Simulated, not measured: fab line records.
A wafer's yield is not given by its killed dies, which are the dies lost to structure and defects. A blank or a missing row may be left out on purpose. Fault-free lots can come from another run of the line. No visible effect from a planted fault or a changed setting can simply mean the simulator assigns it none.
Struck lot and sound lot, side by side    flow n5 finfet    13 out of 1938 route steps
Sound: the wafers L874.1, L874.2, L874.5. Wafers struck: L879.1, L879.2, L879.6. At the end, the cause is stated.
Each step with rows lists, per side, the tool, then ch with its chambers, then its first start. Under that, the readings that differ: sound wafers    struck wafers    difference of the means    sigmas: that difference in standard deviations of wafers without a fault.
alike: readings with means less than 2 such deviations apart, plus words and numbers identical on both sides. not compared: withheld readings, readings lacking a value on some wafer, bounds such as >300 that could conceal the same value, and numbers that have no deviation in the record and whose values overlap.
A row with sigmas, a row that says differs or no value, or rows on one side alone: a step with any of these is where the two part. When numbers do not overlap yet have no deviation, they are printed without sigmas and do not part them. A reading that every wafer of one side lacks parts them only if that side has two wafers or more.

first, 9 steps without rows for these wafers: N5_BEOL_M1_SOFTBAKE_23 (time 60 s); N5_BEOL_M1_EXPOSE_25 (exposes mask V0, defocus 5 nm, target cd 24 nm); N5_BEOL_M1_PEB_26 (peb time 60 s); N5_BEOL_M1_DEVELOP_27 (develop time 30 s); N5_BEOL_M1_DESCUM_33 (chemistry O2, time 7 s); N5_BEOL_M1_ETCH_77 (etches underlayer in N2/H2, target depth 6.5 nm, time 5.2 s); N5_BEOL_M1_ETCH_69 (etches SiARC in CF4, target depth 15.6 nm, time 26 s); N5_BEOL_M1_ALD_98 (deposits SiO2, target thk 2.5 nm, pulse time 1 s, co reactant pulse time 1 s); N5_BEOL_M1_ETCHBACK_99 (etches SiO2 in CHF3, target depth 5 nm, time 10.4 s).
N5_BEOL_M1_ETCH_70: etches SOC in N2/H2, target depth 80 nm, overetch 16 nm, time 120 s.
  sound on rie diel-02 ch 2,3, day 7 12:50; struck on rie diel-02 ch 0,3, day 8 18:41
reading                                     sound              struck             difference  sigmas
bias w (W)                                  150.1 150.5 149.9  105.9 105.6 106.1  -44.3       -99 or more
rf vpp V (V)                                522.2 520.6 521.9  422.3 418.7 417.4  -102.1      -39
model.SiARC_of_BEOL_M1_COAT_68.thk nm (nm)  6.2 6.6 6.2        8.4 8.8 8.8        +2.3        
  alike: drypump motor current A, oes product au, showerhead plenum p Torr, throttle valve pct
  not compared: rf hours counter h
then, 1 step without rows for these wafers: N5_BEOL_M1_STRIP_71 (strips in N2/H2).
N5_BEOL_M4_RC_MEAS_101:
  sound on prober-01 ch 0, day 9 10:50; struck on prober-01 ch 0, day 10 06:24
  alike: DIBL_N, DIBL_P, IOFF_N, IOFF_P, ION_N, ION_P, SS_N, SS_P, VT_N, VT_P
N5_PASSIVATION_PROBE_49:
  the record has rows for the sound wafers here (prober-01, day 13 12:49) and none for the struck ones

## WHERE THEY PART
Earliest at N5_BEOL_M1_ETCH_70; latest, in this record, at N5_PASSIVATION_PROBE_49.

WHY: what the simulator had put in
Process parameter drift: rie diel-02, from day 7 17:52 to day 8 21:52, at N5_BEOL_M1_ETCH_70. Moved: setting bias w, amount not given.
